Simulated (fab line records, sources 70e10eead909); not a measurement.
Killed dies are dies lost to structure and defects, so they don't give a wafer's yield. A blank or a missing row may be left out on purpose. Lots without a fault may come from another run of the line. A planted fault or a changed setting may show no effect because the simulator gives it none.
fab line records | flow nand_harc
record lots=10 wafers=30 last_day=33
route steps=1302 shown A_CHANNEL_HOLE_D2@590 A_CHANNEL_FILL_D2@615 END@1301
lots that met no fault: from a run of the same line without faults
start_h: hours from the record's first day to the start of the lot's first wafer shown | wait_h: hours since the lot's step before | " the same as in the row above | L1.1+2: a row that stands for several wafers | - no value, or no start given | * or withheld: withheld | < > ~ a bound
route shown NAME@n: a module of which the file shows steps, and the number in the route of the first | usual: mean/standard deviation of fault-free wafers | same: alike in all rows | chamber/n: place in a boat | sites: the reading at each site | _std_site: their standard deviation | _edge_site: outer sites' mean less inner sites' | radius_mm: how far each site lies from the wafer's centre | mask NAME#n: copy n | behind: the tool/chamber that last shaped the wafer | hold: why the lot was held/for how many hours/how that ended | device: the transistor (n, p or np) that didn't switch | end of line: the same wafers' tests at the end of the route | a step without rows: its recipe alone | killed: dies lost to structure and defects at the first sort, not the wafer's yield | map: a wafer's dies, x killed, . not, _ none there
set.NAME: the setting as run; set.NAME@STEP: as run at that earlier step | model.NAME: the simulator's own value behind a step, which no gauge read
steps of the route over a sample of lots; a table a step, a row a wafer
services: from which hour (start_h, from the record's first day; less than 0 if before it) a tool's chamber was out of use, for how many hours, and why
## steps
# step NHARC_A_CHANNEL_HOLE_D2_CD_MEAS_18
# usual cd_nm=98.8/2.5
# columns lot.wafer tool chamber start_h wait_h cd_nm
L398.1 cd_sem-01 - 335.85 - 96.2
L398.3 " - " " 100.0
L398.4 " - " " 96.1
L400.1 cd_sem-02 - 348.95 - 100.7
L400.2 " - " " 98.8
L400.3 " - " " 97.3
L407.1 cd_sem-01 - 440.21 - 98.3
L407.4 " - " " 98.2
L407.5 " - " " 98.4
L408.1 cd_sem-01 - 442.11 - 97.9
L408.3 " - " " 98.9
L408.6 " - " " 98.7
L410.2 cd_sem-03 - 460.20 - 94.9
L410.3 " - " " 95.8
L410.6 " - " " 96.1
L411.1 cd_sem-02 - 461.78 - 95.4
L411.3 " - " " 101.4
L411.6 " - " " 97.6
L412.3 cd_sem-03 - 481.21 - 99.6
L412.4 " - " " 100.7
L412.5 " - " " 99.8
L413.1 cd_sem-01 - 496.41 - 100.9
L413.2 " - " " 91.2
L413.5 " - " " 96.1
L416.3 cd_sem-01 - 529.49 - 96.7
L416.4 " - " " 100.4
L416.6 " - " " 98.2
L415.3 cd_sem-02 - 529.99 - 99.0
L415.5 " - " " 97.0
L415.6 " - " " 100.0
# step NHARC_A_CHANNEL_FILL_D2_ALD_15
# recipe target_thk_a=20 pulse_time_s=60 ald_cycles=19 temp_c=630 pressure_torr=2 material=SiNx
# usual precursor_pulse_height_rel=1.000/0.018
# columns lot.wafer tool chamber start_h wait_h precursor_pulse_height_rel
L398.1 ald_sin_batch-02 0 - - 1.007
L398.3 " 0 " " 1.001
L398.4 " 0 " " 0.999
L400.1 ald_sin_batch-03 0 365.21 3.2 0.997
L400.2 " 0 " " 1.007
L400.3 " 0 " " 1.017
L407.1 ald_sin_batch-02 0 - - 1.033
L407.4 " 0 " " 0.986
L407.5 " 0 " " 0.960
L408.1 ald_sin_batch-02 0 - - 0.983
L408.3 " 0 " " 0.998
L408.6 " 0 " " 0.992
L410.2 ald_sin_batch-01 0 - - 0.998
L410.3 " 0 " " 1.009
L410.6 " 0 " " 0.987
L411.1 ald_sin_batch-03 0 - - 0.969
L411.3 " 0 " " 1.013
L411.6 " 0 " " 1.014
L412.3 ald_sin_batch-02 0 - - 0.999
L412.4 " 0 " " 0.960
L412.5 " 0 " " 1.008
L413.1 ald_sin_batch-02 0 - - 1.019
L413.2 " 0 " " 0.983
L413.5 " 0 " " 1.002
L415.3 ald_sin_batch-01 0 - - 1.008
L415.5 " 0 " " 0.985
L415.6 " 0 " " 0.995
L416.3 ald_sin_batch-01 0 - - 0.981
L416.4 " 0 " " 0.980
L416.6 " 0 " " 1.002
# step NHARC_A_CHANNEL_FILL_D2_ETCHBACK_19
# recipe target_depth_a=50 time_s=1.7 hbr_flow_sccm=150 cl2_flow_sccm=50 rf_w=400 icp_w=400 bias_w=100 chemistry=HBr/Cl2
# usual drypump_motor_current_A=5.9/0.52 oes_product_au=1.001/0.011 rf_fwd_power_W=390.4/1.5 throttle_valve_pct=26.405/0.0099
# columns lot.wafer tool chamber start_h wait_h drypump_motor_current_A oes_product_au rf_fwd_power_W rf_hours_counter_h throttle_valve_pct
L398.3 rie_si-01 2 368.21 0.4 6.8 1.006 390.1 1.0 26.415
L398.4 " 3 " " 5.5 1.011 391.0 0.9 26.416
L398.1 " 0 " " 6.3 1.005 392.3 1.2 26.410
L400.1 rie_si-04 0 378.70 0.4 5.2 0.996 391.1 0.2 26.397
L400.3 " 1 " " 5.8 0.993 391.1 0.2 26.402
L400.2 " 3 " " 6.1 1.009 388.0 0.1 26.409
L408.1 rie_si-01 1 471.85 0.4 6.8 1.013 390.4 0.5 26.406
L408.3 " 3 " " 5.5 1.007 389.3 0.5 26.404
L408.6 " 1 " " 6.7 1.017 389.9 - 26.397
L407.1 rie_si-04 2 471.86 0.4 5.8 0.996 388.8 0.6 26.415
L407.4 " 3 " " 6.1 0.994 389.7 0.7 26.391
L407.5 " 0 " " 5.2 1.002 391.9 - 26.403
L411.1 rie_si-02 0 492.97 0.4 6.3 1.006 391.1 0.3 26.393
L411.3 " 2 " " 5.9 1.001 392.6 0.2 26.388
L411.6 " 1 " " 5.0 1.002 388.8 - 26.396
L410.2 rie_si-01 3 492.97 0.4 5.5 0.995 389.1 0.6 26.402
L410.3 " 1 " " 6.7 1.016 389.3 0.6 26.425
L410.6 " 1 " " 6.8 1.008 390.9 - 26.385
L412.3 rie_si-04 3 512.17 0.4 6.1 1.003 390.6 1.0 26.413
L412.4 " 1 " " 5.8 0.991 390.7 1.0 26.399
L412.5 " 3 " " 6.1 0.999 389.5 - 26.420
L413.1 rie_si-02 3 526.31 0.4 5.9 1.008 389.4 0.4 26.408
L413.2 " 2 " " 5.9 0.995 392.4 0.5 26.412
L413.5 " 0 " " 6.3 0.998 390.7 - 26.406
L416.3 rie_si-02 3 559.62 0.4 5.9 1.022 389.4 0.7 26.410
L416.4 " 0 " " 6.3 1.013 390.1 0.7 26.411
L416.6 " 0 " " 6.3 1.009 390.3 - 26.408
L415.3 rie_si-04 2 559.66 0.4 5.8 1.006 390.9 0.2 26.406
L415.6 " 3 " " 6.1 1.009 392.0 - 26.412
L415.5 " 0 " " 5.2 0.997 389.4 - 26.395
# step NHARC_A_CHANNEL_FILL_D2_CVD_05
# recipe target_thk_a=50 temp_c=550 material=poly-Si
# usual spike_tc_bottom_C=573.4/1.8 spike_tc_centre_C=550.9/1.2 spike_tc_lower_C=550.5/1.4 spike_tc_top_C=571.3/1.5 spike_tc_upper_C=549.7/1.1 tube_center_temp_C=549.99/0.051 zone_power_bottom_pct=11.4/0.37 zone_power_upper_pct=6.9/0.31
# columns lot.wafer tool chamber start_h wait_h spike_tc_bottom_C spike_tc_centre_C spike_tc_lower_C spike_tc_top_C spike_tc_upper_C tube_center_temp_C zone_power_bottom_pct zone_power_upper_pct
L398.1 lpcvd_poly-01 0 370.99 2.4 573.1 552.8 549.9 569.3 549.3 549.97 10.7 7.5
L398.3 " 0 " " 571.8 551.0 549.8 567.3 547.2 549.99 10.6 7.4
L398.4 " 0 " " 573.5 553.0 550.0 569.8 549.3 549.95 10.7 7.4
L400.1 lpcvd_poly-03 0 382.69 3.6 571.7 549.2 550.1 570.3 550.0 549.96 11.5 6.5
L400.2 " 0 " " 572.4 547.6 549.3 571.5 550.6 549.94 11.5 6.5
L400.3 " 0 " " 573.2 551.0 551.4 571.9 550.2 549.98 11.6 6.7
L407.1 lpcvd_poly-03 0 474.52 2.3 598.1 579.3 576.4 599.1 579.2 577.95 12.4 7.2
L407.4 " 0 " " 597.9 576.9 579.0 596.8 577.2 577.99 12.4 7.0
L407.5 " 0 " " 597.1 578.9 579.6 598.9 578.5 577.98 12.6 7.0
L408.1 lpcvd_poly-03 0 474.52 2.3 597.6 577.3 579.2 598.0 578.8 578 12.5 7.1
L408.3 " 0 " " 598.7 577.1 578.0 597.8 578.7 577.91 12.5 7.1
L408.6 " 0 " " 598.4 578.8 576.7 597.3 577.9 577.93 12.4 7.1
L410.2 lpcvd_poly-02 0 495.61 2.3 576.0 552.3 551.9 572.8 550.7 550.01 11.6 7.0
L410.3 " 0 " " 573.7 552.6 551.6 573.3 548.9 550.03 11.6 6.7
L410.6 " 0 " " 575.3 551.5 551.6 571.9 550.1 550.11 11.9 6.8
L411.1 lpcvd_poly-02 0 495.61 2.3 575.7 550.5 552.4 573.2 550.0 549.99 11.7 6.9
L411.3 " 0 " " 575.0 553.1 551.5 571.9 551.4 550.06 11.9 7.0
L411.6 " 0 " " 575.5 550.7 550.8 573.5 549.3 550 11.7 6.8
L412.3 lpcvd_poly-02 0 514.90 2.4 576.1 552.3 551.2 571.6 550.4 549.96 11.7 6.9
L412.4 " 0 " " 575.4 551.5 549.8 572.0 550.5 549.97 11.8 7.0
L412.5 " 0 " " 574.3 551.5 551.4 571.1 549.8 550.02 11.8 6.9
L413.1 lpcvd_poly-02 0 528.92 2.3 575.2 550.9 551.1 573.6 549.6 550.07 11.9 6.9
L413.2 " 0 " " 573.9 552.5 553.2 571.7 551.3 550.01 11.9 6.8
L413.5 " 0 " " 574.2 552.5 551.3 571.0 551.6 550.05 11.7 6.9
L415.3 lpcvd_poly-03 0 562.31 2.3 571.4 549.3 550.0 571.7 551.7 549.98 11.4 6.6
L415.5 " 0 " " 569.6 550.5 551.1 570.2 551.0 549.96 11.4 6.7
L415.6 " 0 " " 569.6 549.9 551.0 572.0 552.8 550.06 11.4 6.6
L416.3 lpcvd_poly-03 0 562.31 2.3 572.5 549.6 550.5 570.4 549.5 550.01 11.5 6.6
L416.4 " 0 " " 572.1 550.5 549.7 572.6 549.5 549.99 11.5 6.5
L416.6 " 0 " " 571.7 551.3 549.8 572.6 551.1 549.95 11.5 6.7
# step NHARC_END_WLT_00
# usual VT_DECK1_BOTTOM=0.871/0.0074 VT_DECK1_BOTTOM_INNER=0.872/0.0078 VT_DECK1_MEDIAN_NEAR_BOTTOM=0.872/0.0076 VT_DECK1_MEDIAN_NEAR_BOTTOM_INNER=0.873/0.0083 VT_DECK1_MIDDLE=0.885/0.0069 VT_DECK1_MIDDLE_INNER=0.884/0.0074 VT_DECK1_TOP=0.896/0.0079 VT_DECK1_TOP_INNER=0.896/0.0075 VT_DECK2_BOTTOM=0.872/0.0082 VT_DECK2_BOTTOM_INNER=0.871/0.008 VT_DECK2_MEDIAN_NEAR_BOTTOM=0.872/0.0088 VT_DECK2_MEDIAN_NEAR_BOTTOM_INNER=0.872/0.0086 VT_DECK2_MIDDLE=0.885/0.0083 VT_DECK2_MIDDLE_INNER=0.884/0.0079 VT_DECK2_TOP=0.896/0.0081 VT_DECK2_TOP_INNER=0.896/0.0079
# columns lot.wafer tool chamber start_h wait_h VT_DECK1_BOTTOM VT_DECK1_BOTTOM_INNER VT_DECK1_MEDIAN_NEAR_BOTTOM VT_DECK1_MEDIAN_NEAR_BOTTOM_INNER VT_DECK1_MIDDLE VT_DECK1_MIDDLE_INNER VT_DECK1_TOP VT_DECK1_TOP_INNER VT_DECK2_BOTTOM VT_DECK2_BOTTOM_INNER VT_DECK2_MEDIAN_NEAR_BOTTOM VT_DECK2_MEDIAN_NEAR_BOTTOM_INNER VT_DECK2_MIDDLE VT_DECK2_MIDDLE_INNER VT_DECK2_TOP VT_DECK2_TOP_INNER
L398.1 prober-02 - 596.20 0.1 0.882 0.869 0.866 0.877 0.879 0.881 0.896 0.899 0.868 0.873 0.878 0.872 0.896 0.889 0.900 0.905
L398.3 " - " " 0.881 0.878 0.877 0.870 0.873 0.889 0.896 0.897 0.875 0.867 0.878 0.880 0.899 0.885 0.914 0.901
L398.4 " - " " 0.866 0.863 0.869 0.871 0.885 0.887 0.895 0.887 0.872 0.872 0.872 0.867 0.886 0.882 0.907 0.897
L400.1 prober-02 - 615.17 0.1 0.855 0.876 0.869 0.863 0.876 0.879 0.894 0.873 0.863 0.869 0.874 0.870 0.876 0.879 0.887 0.878
L400.2 " - " " 0.872 0.875 0.861 0.865 0.883 0.881 0.891 0.894 0.868 0.865 0.863 0.870 0.869 0.880 0.877 0.878
L400.3 " - " " 0.867 0.864 0.864 0.869 0.880 0.873 0.885 0.890 0.844 0.852 0.861 0.852 0.871 0.877 0.884 0.880
L408.1 prober-02 - 707.92 0.1 0.872 0.891 0.879 0.893 0.886 0.895 0.903 0.895 1.053 1.051 1.060 1.062 1.080 1.078 1.113 1.108
L408.3 " - 708.92 1.1 0.876 0.869 0.882 0.885 0.887 0.895 0.901 0.896 1.041 1.042 1.040 1.046 1.076 1.078 1.088 1.105
L408.6 " - 710.42 2.6 0.874 0.873 0.883 0.880 0.884 0.882 0.902 0.894 1.059 1.054 1.057 1.057 1.075 1.084 1.103 1.106
L407.1 prober-01 - 711.48 0.0 0.873 0.870 0.873 0.875 0.890 0.888 0.902 0.893 1.045 1.054 1.055 1.055 1.085 1.076 1.105 1.110
L407.4 " - 712.97 1.5 0.884 0.879 0.870 0.872 0.889 0.891 0.898 0.896 1.055 1.069 1.050 1.061 1.081 1.081 1.106 1.101
L407.5 " - " " 0.879 0.870 0.876 0.863 0.878 0.896 0.901 0.900 1.045 1.041 1.041 1.050 1.080 1.086 1.112 1.104
L410.2 prober-02 - 716.15 4.7 0.862 0.860 0.855 0.862 0.876 0.874 0.893 0.886 0.874 0.864 0.868 0.870 0.878 0.873 0.880 0.892
L410.3 " - " " 0.867 0.855 0.865 0.869 0.876 0.884 0.893 0.898 0.867 0.857 0.870 0.859 0.873 0.880 0.897 0.892
L410.6 " - 718.13 6.7 0.863 0.860 0.861 0.868 0.882 0.875 0.886 0.893 0.868 0.874 0.869 0.871 0.876 0.878 0.891 0.894
L411.1 prober-02 - 723.49 5.6 0.860 0.871 0.860 0.864 0.885 0.878 0.885 0.890 0.870 0.867 0.860 0.862 0.880 0.882 0.895 0.894
L411.3 " - 724.50 6.6 0.871 0.872 0.872 0.861 0.881 0.878 0.893 0.889 0.876 0.866 0.871 0.870 0.877 0.881 0.893 0.898
L411.6 " - 726.01 8.1 0.872 0.872 0.860 0.868 0.886 0.881 0.896 0.892 0.874 0.871 0.875 0.881 0.873 0.887 0.890 0.894
L412.3 prober-01 - 748.48 1.0 0.862 0.870 0.862 0.861 0.878 0.878 0.889 0.893 0.873 0.867 0.874 0.862 0.876 0.873 0.889 0.887
L412.4 " - " " 0.865 0.866 0.883 0.873 0.886 0.883 0.895 0.893 0.859 0.867 0.852 0.860 0.874 0.880 0.883 0.889
L412.5 " - " " 0.867 0.874 0.871 0.872 0.885 0.883 0.898 0.896 0.860 0.857 0.862 0.863 0.871 0.873 0.883 0.888
L413.1 prober-01 - 758.25 0.1 0.862 0.856 0.867 0.861 0.884 0.869 0.888 0.882 0.855 0.864 0.871 0.856 0.876 0.877 0.893 0.880
L413.2 " - " " 0.865 0.862 0.870 0.871 0.881 0.878 0.883 0.885 0.865 0.862 0.874 0.868 0.877 0.887 0.889 0.890
L413.5 " - 760.23 2.1 0.864 0.859 0.863 0.864 0.876 0.876 0.888 0.893 0.856 0.867 0.866 0.868 0.882 0.870 0.876 0.881
L415.3 prober-01 - 794.59 1.1 0.870 0.853 0.863 0.862 0.879 0.876 0.894 0.890 0.879 0.877 0.879 0.877 0.892 0.890 0.908 0.894
L415.5 " - 795.60 2.1 0.863 0.872 0.869 0.867 0.883 0.877 0.902 0.896 0.872 0.873 0.871 0.872 0.884 0.890 0.901 0.910
L415.6 " - " " 0.869 0.868 0.866 0.872 0.884 0.882 0.902 0.888 0.880 0.878 0.874 0.878 0.885 0.896 0.898 0.898
L416.3 prober-02 - 794.59 1.1 0.883 0.876 0.873 0.879 0.893 0.890 0.909 0.905 0.894 0.896 0.879 0.892 0.911 0.904 0.910 0.909
L416.4 " - " " 0.883 0.876 0.884 0.892 0.890 0.890 0.914 0.907 0.883 0.878 0.884 0.891 0.896 0.896 0.912 0.910
L416.6 " - " " 0.881 0.882 0.882 0.880 0.893 0.899 0.909 0.907 0.882 0.881 0.887 0.882 0.899 0.896 0.913 0.909
## services
# columns tool chamber start_h hours kind
rie_si-02 1 339.64 12.1 repair
rie_si-04 - 342.00 9.0 pm
rie_si-04 0 342.00 9.0 vent_cycle
rie_si-04 1 342.00 9.0 vent_cycle
rie_si-04 2 342.00 9.0 vent_cycle
rie_si-04 3 342.00 9.0 vent_cycle
rie_si-04 0 351.00 - clean
rie_si-04 1 351.00 - clean
rie_si-04 2 351.00 - clean
rie_si-04 3 351.00 - clean
rie_si-02 3 360.41 27.1 repair
rie_si-01 1 361.69 5.5 repair
rie_si-01 - 370.00 9.0 pm
lpcvd_poly-03 - 389.81 26.0 pm
rie_si-02 - 454.00 9.0 pm
rie_si-01 0 487.40 7.2 repair
rie_si-04 2 489.99 0.9 repair
ald_sin_batch-01 - 507.81 26.0 pm
rie_si-04 - 519.00 9.0 pm
rie_si-04 0 519.00 9.0 vent_cycle
rie_si-04 1 519.00 9.0 vent_cycle
rie_si-04 2 519.00 9.0 vent_cycle
rie_si-02 2 532.13 1.4 repair
rie_si-01 - 547.00 9.0 pm
## key
first_sign step=NHARC_A_CHANNEL_FILL_D2_CVD_05 reading=tube_center_temp_C direction=up sigmas=99+ usual=* struck=*
effect step=NHARC_A_CHANNEL_FILL_D2_CVD_05 reading=spike_tc_upper_C direction=up sigmas=26 usual=549.7 struck=578.4
effect step=NHARC_END_WLT_00 reading=VT_DECK2_TOP_INNER direction=up sigmas=26 usual=0.896 struck=1.106
met_at NHARC_A_CHANNEL_FILL_D2_CVD_05
struck_lots L407,L408
tester_left_out L407,L408
not_acting_at NHARC_A_CHANNEL_HOLE_D2_CD_MEAS_18,NHARC_A_CHANNEL_FILL_D2_ALD_15,NHARC_A_CHANNEL_FILL_D2_ETCHBACK_19
onset_between 382.69 474.52
fault kind=process_parameter_drift tool=lpcvd_poly-03 chamber=- onset_h=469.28 steps=NHARC_A_CHANNEL_FILL_D2_CVD_05 channel=temp_c offset=* shape=step end_h=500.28 acts_in=* stated=*
# tester_left_out: of these lots the tester's yield and bins aren't shown, on N5 and GAA mostly nor the transistor test; their killed dies are dies lost to structure and defects alone, not to doping, threshold or leakage, so they don't give the yield
